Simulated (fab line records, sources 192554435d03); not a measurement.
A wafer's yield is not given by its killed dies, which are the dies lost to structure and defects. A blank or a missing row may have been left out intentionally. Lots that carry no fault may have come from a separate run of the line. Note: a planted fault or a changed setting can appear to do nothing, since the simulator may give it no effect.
fab line records	flow n5-finfet
[record] lots = 5	wafers = 15	last-day = 17
route steps=1938 shown BEOL_M4@1094 BEOL_M5@1112 PASSIVATION@1936
lots that met no fault: taken from a fault-free run of the same line
start-h: hours from the record's first day to the start of the lot's first wafer shown	wait-h: hours from the lot's prior step to this one	" identical to the entry in the row above	L1.1+2: one row covering several wafers at once	- no value, or no start given	* or withheld: withheld	< > ~ a bound
route shown NAME@n: names a module that has steps shown in the file, with the first one's number in the route	usual: average and standard deviation across the fault-free wafers	same: alike in all rows	chamber/n: place in a boat	sites: per-site readings	_std_site: the standard deviation of these	_edge_site: inner sites' mean taken away from outer sites' mean	radius-mm: how far each site lies from the wafer's centre	mask NAME#n: copy n	behind: the tool/chamber that last shaped the wafer	hold: why the lot was held/for how many hours/how that ended	device: which transistor (n, p or np) failed to switch	end of line: tests of these same wafers at the route's end	a step given without rows: its recipe and nothing more	killed: not the wafer's yield, but the dies lost to structure and defects at the first sort	map: the dies of a wafer, with x for killed, . for not killed, _ for no die there
set.NAME: the setting the step ran with; set.NAME@STEP: the setting that earlier step ran with	model.NAME: the simulator's own value behind a step, which no gauge read
lots seen at some steps along the route; tables by step, rows by wafer
services: the hour from which a tool's chamber was out of use, counted from the record's first day as start-h (under 0 if before that day), plus the number of hours and why
[[steps]]
[step N5_BEOL_M4_SPUTTER_90]
[recipe] material = Cu	target-thk-a = 45	temp-c = -20	chamber-pressure-pa = 0.07	power-w = withheld	time-s = 8.29
[usual] throttle-valve-pct = 29.9/1.5
lot.wafer	tool	chamber	start-h	wait-h	throttle-valve-pct
L472.2	pvd-sputter-03	-	227.40	0.1	29.8
L472.3	"	-	"	"	28.1
L472.5	"	-	"	"	29.8
L475.1	pvd-sputter-02	-	241.26	0.1	31.1
L475.3	"	-	"	"	28.2
L475.5	"	-	"	"	31.3
L479.1	pvd-sputter-03	-	250.14	0.1	27.9
L479.3	"	-	"	"	30.9
L479.5	"	-	"	"	28.5
L478.1	pvd-sputter-02	-	271.75	0.1	30.1
L478.3	"	-	"	"	30.9
L478.6	"	-	"	"	28.3
L484.2	pvd-sputter-03	-	290.17	0.1	29.9
L484.3	"	-	"	"	30.5
L484.5	"	-	"	"	28.6
[step N5_BEOL_M4_ANNEAL_91]
[recipe] temp-c = 400	time-s = 240	ambient = vacuum
[step N5_BEOL_M4_SPUTTER_92]
[recipe] material = Cu	target-thk-a = 45	temp-c = -20	chamber-pressure-pa = 0.07	power-w = withheld	time-s = 8.29
[step N5_BEOL_M4_ANNEAL_93]
[recipe] temp-c = 400	time-s = 240	ambient = vacuum
[usual] heater-power-w = 791/86
lot.wafer	tool	chamber	start-h	wait-h	heater-power-w
L472.2	pvd-sputter-03	-	227.70	0.0	747
L472.3	"	-	"	"	858
L472.5	"	-	"	"	761
L475.1	pvd-sputter-02	-	241.56	0.0	658
L475.3	"	-	"	"	792
L475.5	"	-	"	"	648
L479.1	pvd-sputter-03	-	250.44	0.0	850
L479.3	"	-	"	"	743
L479.5	"	-	"	"	811
L478.1	pvd-sputter-02	-	272.08	0.0	881
L478.3	"	-	"	"	642
L478.6	"	-	"	"	794
L484.2	pvd-sputter-03	-	290.47	0.0	761
L484.3	"	-	"	"	747
L484.5	"	-	"	"	815
[step N5_BEOL_M4_SPUTTER_94]
[recipe] material = Cu	target-thk-a = 45	temp-c = -20	chamber-pressure-pa = 0.07	power-w = withheld	time-s = 8.29
[usual] throttle-valve-pct = 29.9/1.5
lot.wafer	tool	chamber	start-h	wait-h	throttle-valve-pct
L472.2	pvd-sputter-03	-	227.84	0.1	29.9
L472.3	"	-	"	"	28.1
L472.5	"	-	"	"	29.7
L475.1	pvd-sputter-02	-	241.70	0.1	31.1
L475.3	"	-	"	"	28.3
L475.5	"	-	"	"	31.0
L479.1	pvd-sputter-03	-	250.58	0.1	28.3
L479.3	"	-	"	"	31.0
L479.5	"	-	"	"	28.5
L478.1	pvd-sputter-02	-	272.24	0.1	30.2
L478.3	"	-	"	"	30.8
L478.6	"	-	"	"	27.9
L484.2	pvd-sputter-03	-	290.61	0.1	29.9
L484.3	"	-	"	"	30.6
L484.5	"	-	"	"	28.4
[step N5_BEOL_M4_ANNEAL_95]
[recipe] temp-c = 400	time-s = 240	ambient = vacuum
[step N5_BEOL_M4_SPUTTER_96]
[recipe] material = Cu	target-thk-a = 45	temp-c = -20	chamber-pressure-pa = 0.07	power-w = withheld	time-s = 8.29
[step N5_BEOL_M4_ECD_50]
[recipe] material = Cu	target-thk-a = 3000
[step N5_BEOL_M4_ANNEAL_51]
[recipe] temp-c = 225	time-s = 90	ambient = N2
[step N5_BEOL_M4_CMP_52]
[recipe] stop-on = SiOC	t-overpolish-s = 6.8	down-force-psi = 1	platen-rpm = 50	clearing-platen-down-force-psi = 1.5	clearing-platen-rpm = 50	post-cmp-clean = cu-alkaline	target-thk-nm = 40	clearing-platen-pad-velocity-m-s = 0.99484	pad-velocity-m-s = 0.99484
[step N5_BEOL_M4_THK_MEAS_53]
[recipe] thk-meas-gauge = xrf	reads = Cu_of_BEOL_M4_ECD_50
[usual] M4_THK = 40.3/1.5
lot.wafer	tool	chamber	start-h	wait-h	M4_THK[nm]
L472.2	film-metro-01	-	228.85	-	40.9
L472.3	"	-	"	"	40.2
L472.5	"	-	"	"	41.2
L475.1	film-metro-01	-	242.71	-	39.7
L475.3	"	-	"	"	39.6
L475.5	"	-	"	"	38.9
L479.1	film-metro-02	-	251.59	-	42.8
L479.3	"	-	"	"	40.4
L479.5	"	-	"	"	41.0
L478.1	film-metro-01	-	273.29	-	39.8
L478.3	"	-	"	"	39.8
L478.6	"	-	"	"	38.7
L484.2	film-metro-02	-	292.01	-	37.8
L484.3	"	-	"	"	41.4
L484.5	"	-	"	"	40.3
[step N5_BEOL_M4_PRE_CLEAN_60]
[recipe] gas = NH3/H2	time-s = 15	temp-c = *	rf-power-w = 300
[usual] heater-power-w = 91/21
lot.wafer	tool	chamber	start-h	wait-h	heater-power-w	since-wet-clean-h
L472.2	cvd-co-02	2	228.89	0.0	79	311
L472.3	"	1	"	"	82	1208
L472.5	"	0	"	"	107	-
L475.1	cvd-co-01	0	242.75	0.0	97	1003
L475.3	"	2	"	"	60	525
L475.5	"	2	"	"	60	-
L479.1	cvd-co-02	1	251.63	0.0	83	1230
L479.3	"	0	"	"	103	793
L479.5	"	1	"	"	83	-
L478.1	cvd-co-01	0	273.32	0.0	97	1033
L478.3	"	2	"	"	60	556
L478.6	"	2	"	"	58	-
L484.2	cvd-co-01	1	292.05	0.0	123	155
L484.3	"	0	"	"	96	1052
L484.5	"	2	"	"	60	-
[step N5_BEOL_M4_CO_CAP_55]
[recipe] material = Co	target-thk-a = 20	temp-c = 200	precursor = CCTBA/H2	pressure-torr = 30	time-s = 102.1
[usual] heater-power-w = 244/26
lot.wafer	tool	chamber	start-h	wait-h	heater-power-w	since-wet-clean-h
L472.2	cvd-co-02	2	228.93	0.0	225	311
L472.3	"	1	"	"	239	1208
L472.5	"	0	"	"	256	-
L475.1	cvd-co-01	0	242.79	0.0	254	1003
L475.3	"	2	"	"	208	525
L475.5	"	2	"	"	205	-
L479.1	cvd-co-02	1	251.67	0.0	235	1230
L479.3	"	0	"	"	257	793
L479.5	"	1	"	"	239	-
L478.1	cvd-co-01	0	273.36	0.0	250	1033
L478.3	"	2	"	"	204	556
L478.6	"	2	"	"	208	-
L484.2	cvd-co-01	1	292.09	0.0	278	155
L484.3	"	0	"	"	253	1052
L484.5	"	2	"	"	207	-
[step N5_BEOL_M4_PRE_CLEAN_56]
[recipe] gas = NH3	time-s = 15	temp-c = withheld	rf-power-w = 300
[step N5_BEOL_M4_DEP_57]
[recipe] material = SiCN	target-thk-a = 80	temp-c = withheld	precursor = 3MS/NH3	pressure-torr = 3	rf-w = 202	time-s = 14
[step N5_BEOL_M4_RS_MEAS_58]
[recipe] thk-meas-gauge = four-point-probe	reads = Co_of_BEOL_M4_CO_CAP_55+Cu_of_BEOL_M4_ECD_50+Co_of_BEOL_M4_CVD_47+TaN_of_BEOL_M4_ALD_84
[usual] M4_RS = 0.67/0.031
lot.wafer	tool	chamber	start-h	wait-h	M4_RS[ohm/sq]
L472.2	film-metro-02	-	229.11	0.1	0.65
L472.3	"	-	"	"	0.66
L472.5	"	-	"	"	0.64
L475.1	film-metro-01	-	242.97	0.0	0.68
L475.3	"	-	"	"	0.69
L475.5	"	-	"	"	0.70
L479.1	film-metro-01	-	251.85	0.0	0.61
L479.3	"	-	"	"	0.65
L479.5	"	-	"	"	0.64
L478.1	film-metro-01	-	273.55	0.0	0.69
L478.3	"	-	"	"	0.68
L478.6	"	-	"	"	0.71
L484.2	film-metro-01	-	292.27	0.1	0.72
L484.3	"	-	"	"	0.64
L484.5	"	-	"	"	0.67
[step N5_BEOL_M4_INSPECT_59]
[recipe] inspect-instrument = darkfield	mode = post-dep
[usual] raw-defect-count = 71/25
lot.wafer	tool	chamber	start-h	wait-h	raw-defect-count
L472.2	defect-inspect-01	-	229.14	0.0	72
L472.3	"	-	"	"	41
L472.5	"	-	"	"	37
L475.1	defect-inspect-02	-	243.00	0.0	114
L475.3	"	-	"	"	54
L475.5	"	-	"	"	61
L479.1	defect-inspect-01	-	251.88	0.0	50
L479.3	"	-	"	"	746
L479.5	"	-	"	"	40
L478.1	defect-inspect-02	-	273.57	0.0	123
L478.3	"	-	"	"	92
L478.6	"	-	"	"	102
L484.2	defect-inspect-02	-	292.30	0.0	56
L484.3	"	-	"	"	92
L484.5	"	-	"	"	71
[step N5_BEOL_M4_RC_MEAS_101]
[usual] DIBL_N = 36.1/1.6	DIBL_P = 35.8/2	IOFF_N = 0.157/0.029	IOFF_P = 0.21/0.034	ION_N = 677/13	ION_P = 465/8.1	SS_N = 71.3/0.61	SS_P = 73.2/0.65	VT_N = 249/3.3	VT_P = -250/3.2
lot.wafer	tool	chamber	start-h	wait-h	DIBL_N[mV/V]	DIBL_P[mV/V]	IOFF_N[nA/um]	IOFF_P[nA/um]	ION_N[uA/um]	ION_P[uA/um]	SS_N[mV/dec]	SS_P[mV/dec]	VT_N[mV]	VT_P[mV]
L472.2	prober-01	0	229.32	0.2	36.0	33.5	0.140	0.20	668	458	71.5	72.9	249	-248
L472.3	"	0	"	"	36.3	34.1	0.150	0.21	666	464	71.3	73.0	247	-247
L472.5	"	0	"	"	35.9	33.8	0.151	0.20	681	467	70.9	72.8	249	-248
L475.1	prober-01	0	243.02	0.0	38.9	39.3	0.208	0.29	685	479	71.3	74.1	244	-246
L475.3	"	0	"	"	38.8	38.3	0.199	0.26	677	465	71.9	74.2	245	-247
L475.5	"	0	"	"	38.1	38.6	0.187	0.26	679	471	72.1	73.3	246	-246
L479.1	prober-02	0	251.90	0.0	35.2	35.5	0.158	0.21	686	469	71.3	72.9	247	-252
L479.3	"	0	"	"	37.0	37.7	0.172	0.24	678	472	72.2	73.6	248	-248
L479.5	"	0	"	"	37.9	38.6	0.183	0.25	677	465	72.9	74.1	249	-247
L478.1	prober-02	0	273.60	0.0	36.0	35.6	0.161	0.21	686	468	71.5	73.0	245	-248
L478.3	"	0	"	"	37.2	36.8	0.173	0.22	669	460	72.2	73.2	249	-250
L478.6	"	0	"	"	36.8	36.5	0.178	0.22	695	469	72.2	72.4	246	-249
L484.2	prober-01	0	292.71	0.4	38.0	38.7	0.196	0.28	695	480	71.4	74.0	248	-245
L484.3	"	0	"	"	34.4	33.8	0.117	0.19	648	455	70.5	72.2	256	-249
L484.5	"	0	"	"	34.6	33.3	0.118	0.18	650	454	70.3	72.6	257	-252
[step N5_BEOL_M5_ILD_DEP_00]
[recipe] material = SiCOH_lowk	target-thk-a = 1406.4	temp-c = 300	precursor = DEMS/porogen	pressure-torr = 5	rf-w = 500	time-s = 25.9
[step N5_BEOL_M5_CURE_79]
[recipe] temp-c = 385	time-s = 240	ambient = He/Ar	material = SiCOH_lowk
[step N5_BEOL_M5_THK_MEAS_01]
[recipe] reads = SiCOH_lowk_of_BEOL_M5_ILD_DEP_00
[usual] M5_ILD_THK = 121.2/1.6
lot.wafer	tool	chamber	start-h	wait-h	M5_ILD_THK[nm]
L472.2	film-metro-02	-	230.70	0.4	119.9
L472.3	"	-	"	"	120.3
L472.5	"	-	"	"	120.7
L475.1	film-metro-01	-	244.56	0.4	118.1
L475.3	"	-	"	"	120.7
L475.5	"	-	"	"	119.6
L479.1	film-metro-02	-	253.44	0.4	120.8
L479.3	"	-	"	"	118.2
L479.5	"	-	"	"	121.1
L478.1	film-metro-01	-	275.13	0.4	119.3
L478.3	"	-	"	"	118.3
L478.6	"	-	"	"	121.3
L484.2	film-metro-02	-	294.58	0.7	120.3
L484.3	"	-	"	"	121.8
L484.5	"	-	"	"	121.2
[step N5_BEOL_M5_PECVD_70]
[recipe] material = SiO2	target-thk-a = 160	temp-c = 400	precursor = TEOS/O2	pressure-torr = 5.5	rf-w = 450	teos-flow-sccm = 53.8	gas = O2	flow-sccm = 3000	time-s = 18
[step N5_BEOL_M5_HM_DEP_02]
[recipe] material = TiN	target-thk-a = 200	temp-c = 25	chamber-pressure-pa = 0.49996
[usual] throttle-valve-pct = 30.3/1.5
lot.wafer	tool	chamber	start-h	wait-h	throttle-valve-pct
L472.2	pvd-sputter-03	-	232.02	1.3	30.6
L472.3	"	-	"	"	28.3
L472.5	"	-	"	"	28.4
L475.1	pvd-sputter-03	-	244.92	0.3	29.9
L475.3	"	-	"	"	30.6
L475.5	"	-	"	"	30.8
L479.1	pvd-sputter-01	-	254.17	0.7	30.8
L479.3	"	-	"	"	29.2
L479.5	"	-	"	"	31.5
L478.1	pvd-sputter-01	-	275.96	0.8	31.3
L478.3	"	-	"	"	29.2
L478.6	"	-	"	"	30.4
L484.2	pvd-sputter-03	-	295.22	0.6	28.4
L484.3	"	-	"	"	30.9
L484.5	"	-	"	"	28.0
[step N5_BEOL_M5_COAT_59]
[recipe] resist = SOC	temp-c = 250	time-s = 60	spin-rpm = 1500	resist-thk-nm = 60
[step N5_BEOL_M5_COAT_60]
[recipe] resist = SiARC	temp-c = 220	time-s = 60	spin-rpm = 1500	resist-thk-nm = 12
[step N5_BEOL_M5_COAT_71]
[recipe] resist = underlayer	temp-c = 205	time-s = 60	spin-rpm = 1500	resist-thk-nm = 5
[step N5_BEOL_M5_COAT_05]
[recipe] resist = CAR-EUV	spin-rpm = 1500	resist-thk-nm = 30
[step N5_BEOL_M5_EBR_07]
[recipe] solvent = PGMEA	ebr-width-mm = 1.5
[step N5_BEOL_M5_SOFTBAKE_06]
[recipe] temp-c = 110	time-s = 60	resist = CAR-EUV
[step N5_BEOL_M5_EXPOSE_08]
[recipe] mask-id = M5	na = 0.33	source-shape = annular	sigma-inner = 0.4	sigma-outer = 0.8	polarization = unpolarized	target-cd-nm = 28	dose-mj = 35.75
[step N5_BEOL_M5_PEB_09]
[recipe] peb-temp-c = 100	peb-time-s = 60	resist = CAR-EUV
[step N5_BEOL_M5_DEVELOP_10]
[recipe] develop-time-s = 30	developer = TMAH	resist = CAR-EUV	rinse-liquid = surfactant-rinse	dry = air-spin	dev-temp-c = 23
[step N5_BEOL_M5_CD_MEAS_11]
[recipe] target-cd-nm = 27.74	landing-energy-ev = 500	detector = se-inlens
[usual] cd-nm = 27.97/0.23
lot.wafer	tool	chamber	start-h	wait-h	cd-nm
L472.2	cd-sem-01	0	232.41	-	28.33
L472.3	"	0	"	"	27.88
L472.5	"	0	"	"	27.71
L475.1	cd-sem-03	0	245.44	-	27.70
L475.3	"	0	"	"	27.69
L475.5	"	0	"	"	28.19
L479.1	cd-sem-02	0	254.56	-	27.63
L479.3	"	0	"	"	28.13
L479.5	"	0	"	"	27.54
L478.1	cd-sem-01	0	276.36	-	28.19
L478.3	"	0	"	"	27.95
L478.6	"	0	"	"	28.24
L484.2	cd-sem-02	0	295.61	-	27.91
L484.3	"	0	"	"	27.84
L484.5	"	0	"	"	28.10
[step N5_BEOL_M5_OVL_MEAS_12]
[recipe] points-per-wafer = 522
[usual] M5_OVL = 0.1/0.56
lot.wafer	tool	chamber	start-h	wait-h	M5_OVL[nm]
L472.2	overlay-01	0	232.45	0.0	0.6
L472.3	"	0	"	"	-0.2
L472.5	"	0	"	"	0.1
L475.1	overlay-01	0	245.47	0.0	0.2
L475.3	"	0	"	"	-1.0
L475.5	"	0	"	"	0.2
L479.1	overlay-01	0	254.60	0.0	-0.8
L479.3	"	0	"	"	-0.8
L479.5	"	0	"	"	-0.6
L478.1	overlay-01	0	276.39	0.0	0.5
L478.3	"	0	"	"	0.0
L478.6	"	0	"	"	-0.5
L484.2	overlay-02	0	295.65	0.0	0.2
L484.3	"	0	"	"	-0.4
L484.5	"	0	"	"	0.2
[step N5_BEOL_M5_INSPECT_13]
[recipe] mode = adi	inspect-instrument = brightfield
[usual] raw-defect-count = 414/99
lot.wafer	tool	chamber	start-h	wait-h	raw-defect-count
L472.2	defect-inspect-02	-	232.50	0.0	348
L472.3	"	-	"	"	474
L472.5	"	-	"	"	342
L475.1	defect-inspect-01	-	245.53	0.1	469
L475.3	"	-	"	"	588
L475.5	"	-	"	"	421
L479.1	defect-inspect-01	-	254.66	0.1	538
L479.3	"	-	"	"	1327
L479.5	"	-	"	"	412
L478.1	defect-inspect-01	-	276.44	0.1	515
L478.3	"	-	"	"	589
L478.6	"	-	"	"	412
L484.2	defect-inspect-01	-	295.70	0.0	474
L484.3	"	-	"	"	643
L484.5	"	-	"	"	388
[step N5_BEOL_M5_DESCUM_16]
[recipe] chemistry = O2	time-s = 7	source-power-w = 50	bias-power-w = 20	pressure-mtorr = 20	rf-frequency-hz = 2.712e+07	temp-c = 40	resist = CAR-EUV	o2-flow-sccm = 225
[step N5_PASSIVATION_PROBE_49]
[usual] defect-limited-yield = 91.0/1.4	killed_at_M0_to_M3 = 33/11	killed_at_M4_up = 14/5	killed-at-contacts = 11/7.3	killed-at-front-end = 43/12	killed-at-other = 4/3.1	killed-dies = 106/17	killed-on-rim = 14/3.8	killed-open = 69/13	killed-short = 34/8.7	sort_bin_5_function = 5.2/0.96	sort_bin_6_memory = 3.3/0.66	sort_bin_8_speed = 0.00/0.012	sort-n-pass = 1074/17	sort-yield-pct = 91.0/1.4
[same] gross-dies = 1180	killed-at-back-side = 0	sort_bin_4_leakage[%] = 0
lot.wafer	tool	chamber	start-h	wait-h	defect-limited-yield[%]	killed_at_M0_to_M3	killed_at_M4_up	killed-at-contacts	killed-at-front-end	killed-at-other	killed-dies	killed-on-rim	killed-open	killed-short	sort_bin_5_function[%]	sort_bin_6_memory[%]	sort_bin_8_speed[%]	sort-n-pass	sort-yield-pct[%]
L472.2	prober-01	-	336.61	0.1	90.2	37	15	15	47	2	116	24	80	36	5.8	3.8	0	1064	90.2
L472.3	prober-01	-	336.66	0.1	90.1	33	9	13	55	7	117	20	69	42	4.8	4.3	0	1063	90.1
L472.5	prober-01	-	336.76	0.2	90.8	35	8	15	48	3	109	13	84	24	5.4	3.7	0	1071	90.8
L475.1	prober-02	-	346.06	0.0	91.5	32	11	18	37	2	100	12	68	31	4.4	3.7	0	1080	91.5
L475.3	prober-02	-	346.16	0.1	91.1	41	12	20	30	2	105	14	62	39	5.4	2.9	0	1075	91.1
L475.5	prober-02	-	346.26	0.2	90.3	50	6	9	39	11	115	21	65	46	5.1	4.2	0	1065	90.3
L479.1	prober-02	-	357.31	0.0	91.1	39	11	10	38	7	105	18	75	30	5.4	3.2	0	1075	91.1
L479.3	prober-02	-	357.41	0.1	80.4	23	140	8	47	13	231	18	59	40	12.6	4.0	0	949	80.4
L479.5	prober-02	-	357.51	0.2	90.6	42	7	6	53	3	111	22	66	44	5.7	3.3	0	1069	90.6
L478.1	prober-02	-	377.70	0.0	91.2	30	14	9	41	10	104	10	70	33	4.9	3.6	0	1076	91.2
L478.3	prober-02	-	377.80	0.1	91.8	34	10	8	41	4	97	11	61	34	4.2	3.7	0	1083	91.8
L478.6	prober-02	-	377.95	0.3	90.0	57	8	10	42	1	118	14	80	31	4.9	4.2	0	1062	90.0
// killed by level:class
L472.2 FIN_SAQP:geometric-particle:short=14 BEOL_M3:geometric-particle:open=12 MOL_CONTACT_COAG:geometric-particle:open=11 BEOL_M1:geometric-particle:open=10 BEOL_M5:geometric-particle:open=7 DUMMY_GATE:geometric-particle:open=6 BEOL_M0_SAQP:geometric-particle:open=6 FIN_SAQP:geometric-particle:open=5
L472.3 STI_FIN_REVEAL:geometric-particle:open=19 FIN_SAQP:geometric-particle:short=10 MOL_CONTACT_COAG:geometric-particle:open=10 BEOL_M0_SAQP:geometric-particle:short=6 BEOL_M2:geometric-particle:open=6 BEOL_M1:geometric-particle:open=5 HKMG_FIN:area-etch=5 DUMMY_GATE:geometric-particle:open=4
L472.5 STI_FIN_REVEAL:geometric-particle:open=16 MOL_CONTACT_COAG:geometric-particle:open=15 FIN_SAQP:geometric-particle:open=13 BEOL_M3:geometric-particle:open=8 BEOL_M0_SAQP:geometric-particle:short=7 FIN_SAQP:geometric-particle:short=6 BEOL_M1:geometric-particle:open=5 BEOL_M0_SAQP:geometric-particle:open=5
L475.1 MOL_CONTACT_COAG:geometric-particle:open=11 STI_FIN_REVEAL:geometric-particle:open=11 FIN_SAQP:geometric-particle:open=7 BEOL_M4:geometric-particle:open=7 MOL_CONTACT_COAG:geometric-particle:short=7 BEOL_M0_SAQP:geometric-particle:short=7 BEOL_M0_SAQP:geometric-particle:open=6 GATE_CUT:geometric-particle:short=5
L475.3 MOL_CONTACT_COAG:geometric-particle:open=16 BEOL_M0_SAQP:geometric-particle:short=10 FIN_SAQP:geometric-particle:short=9 BEOL_M2:geometric-particle:open=8 BEOL_M0_SAQP:geometric-particle:open=7 FIN_SAQP:geometric-particle:open=5 BEOL_M1:geometric-particle:open=5 MOL_CONTACT_COAG:geometric-particle:short=4
L475.5 BEOL_M0_SAQP:geometric-particle:open=15 BEOL_M0_SAQP:geometric-particle:short=14 STI_FIN_REVEAL:geometric-particle:open=9 BEOL_M3:geometric-particle:open=8 MOL_CONTACT_COAG:geometric-particle:open=5 BEOL_M1:geometric-particle:open=5 FIN_SAQP:geometric-particle:short=4 FIN_SAQP:geometric-particle:open=4
L479.1 STI_FIN_REVEAL:geometric-particle:open=10 MOL_CONTACT_COAG:geometric-particle:open=9 BEOL_M0_SAQP:geometric-particle:short=9 BEOL_M0_SAQP:geometric-particle:open=9 BEOL_M4:geometric-particle:open=7 FIN_SAQP:geometric-particle:open=6 DUMMY_GATE:geometric-particle:open=6 FIN_SAQP:geometric-particle:short=5
L479.3 BEOL_M4:unspecified=131 FIN_SAQP:geometric-particle:short=11 FIN_SAQP:geometric-particle:open=10 STI_FIN_REVEAL:geometric-particle:open=7 MOL_CONTACT_COAG:geometric-particle:open=7 ILD0:geometric-particle:open=6 BEOL_M0_SAQP:geometric-particle:short=6 BEOL_M0_SAQP:geometric-particle:open=5
L479.5 FIN_SAQP:geometric-particle:short=17 BEOL_M0_SAQP:geometric-particle:open=13 FIN_SAQP:geometric-particle:open=12 BEOL_M0_SAQP:geometric-particle:short=8 DUMMY_GATE:geometric-particle:open=7 MOL_CONTACT_COAG:geometric-particle:open=6 BEOL_M3:geometric-particle:open=6 GATE_CUT:geometric-particle:short=5
L478.1 MOL_CONTACT_COAG:geometric-particle:open=8 STI_FIN_REVEAL:geometric-particle:open=7 BEOL_M0_SAQP:geometric-particle:open=7 BEOL_M3:geometric-particle:open=7 FIN_SAQP:geometric-particle:short=6 BEOL_M1:geometric-particle:open=5 DUMMY_GATE:geometric-particle:open=5 BEOL_M2:geometric-particle:open=5
L478.3 STI_FIN_REVEAL:geometric-particle:open=16 BEOL_M0_SAQP:geometric-particle:short=12 DUMMY_GATE:geometric-particle:open=7 MOL_CONTACT_COAG:geometric-particle:open=6 BEOL_M2:geometric-particle:open=6 BEOL_M3:geometric-particle:open=6 BEOL_M1:geometric-particle:open=5 DUMMY_GATE:geometric-particle:short=4
L478.6 BEOL_M0_SAQP:geometric-particle:open=13 BEOL_M2:geometric-particle:open=13 STI_FIN_REVEAL:geometric-particle:open=8 DUMMY_GATE:geometric-particle:open=8 BEOL_M1:geometric-particle:open=7 BEOL_M0_SAQP:geometric-particle:short=7 BEOL_M3:geometric-particle:open=7 MOL_CONTACT_COAG:geometric-particle:open=6
// map L479.3 (x killed, . not)
_________________..x.........________________
______________x...x..x.........._____________
___________........................__________
__________.....x.............x....x._________
________.x.........x..............x..._______
_______............................x...______
______.x................x..x....x...xx.._____
_____.x..x.....x....x..........x.........____
____x.............x...x...................___
___.x......................x............x..__
___.x.......x........x.........x...........__
__.........x...............x.x..x..........._
__.................x.....x...x...x.......x.x_
_..........................x....x...x......x.
_.....x.....x.x.........xxxxxxxx.............
_..........x..........xxxxxxxxxxx.x..........
_.xx................xxxxxxxxxxxxxxxx.........
_............x...xx.x.xxxxxxxxxxxxx..........
_.......x..........xxxxxxxxxxxxxxxx..........
_x........xx.......x..xxxxxxxxxxxxx...x...x..
_..........x.x.........xxxxxxxxxxxxxx........
__......xx.....x......xxxxxxxxxxxxx...x....._
__..x.....x....x.x.....xxxxxxxxxx....x...x.._
___..............x......x.x.x.x..xx.....x..__
___...x.................x...xx.......x..x..__
____.......x...x......x..x.........x......___
_____..............x.........x.........x.____
______.....x............x.x.......x...x._____
_______............x........xx.....x...______
________.xx............x.............._______
__________..........x..............._________
___________...............x...x...x__________
______________..........x......._____________
_________________.......x..x.________________
// map L472.3 (x killed, . not)
_________________....x...x...________________
______________...x.x..x....x...._____________
___________......x.................__________
__________...xx.x..x................_________
________....x.............x..........._______
_______x...................x...........______
______.......xx................x......x._____
_____.x.........x...x.................xx.____
____....x.........x......x.......x........___
___...x.....................x............x.__
___....xx..............................x...__
__..x................x......................_
__...............x..x...........x........x.._
_.............xx.........................x..x
_x.......................x..................x
_..............................x........x....
_...x...........................xx...xx......
_..x.xx..........x............x..x...........
_.................x..........x......x.x...xx.
_..x........x.x....x........................x
_...x.x.....................................x
__.........x.........................x......_
__.............x..x......x...x.....x.x.x...._
___..................x..........x....x.....__
___x...x.................x.x....x..x......x__
____....x........x........................___
_____...................x....x...........____
______.......x...x..........x..x........_____
_______xx...x....x....x................______
________......xx.................x...._______
__________......xx......x....x......_________
___________....................x...__________
______________......x..........._____________
_________________.xx.........________________
[[services]]
tool	chamber	start-h	hours	kind
cvd-co-02	1	205.50	7.8	repair
cvd-co-02	-	272.54	2.8	pm
[[key]]
[first-sign] step = N5_BEOL_M4_INSPECT_59	reading = raw-defect-count	direction = up	sigmas = 27	usual = 71	struck = 746
[effect] step = N5_BEOL_M5_INSPECT_13	reading = raw-defect-count	direction = up	sigmas = 9.2	usual = 414	struck = 1327
[effect] step = N5_PASSIVATION_PROBE_49	reading = killed_at_M4_up	direction = up	sigmas = 25	usual = 14	struck = 140
[more-kills-born-at] N5_BEOL_M4_CO_CAP_55@cvd-co-02 = 131
met-at N5_BEOL_M4_CO_CAP_55
struck-wafers L479.3
onset-between 228.93 251.67
[fault] kind = chamber-particle-source	tool = cvd-co-02	chamber = 0	onset-h = 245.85	steps = N5_BEOL_M4_CO_CAP_55	rate-per-visit-cm2 = 0.98844	end-h = 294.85
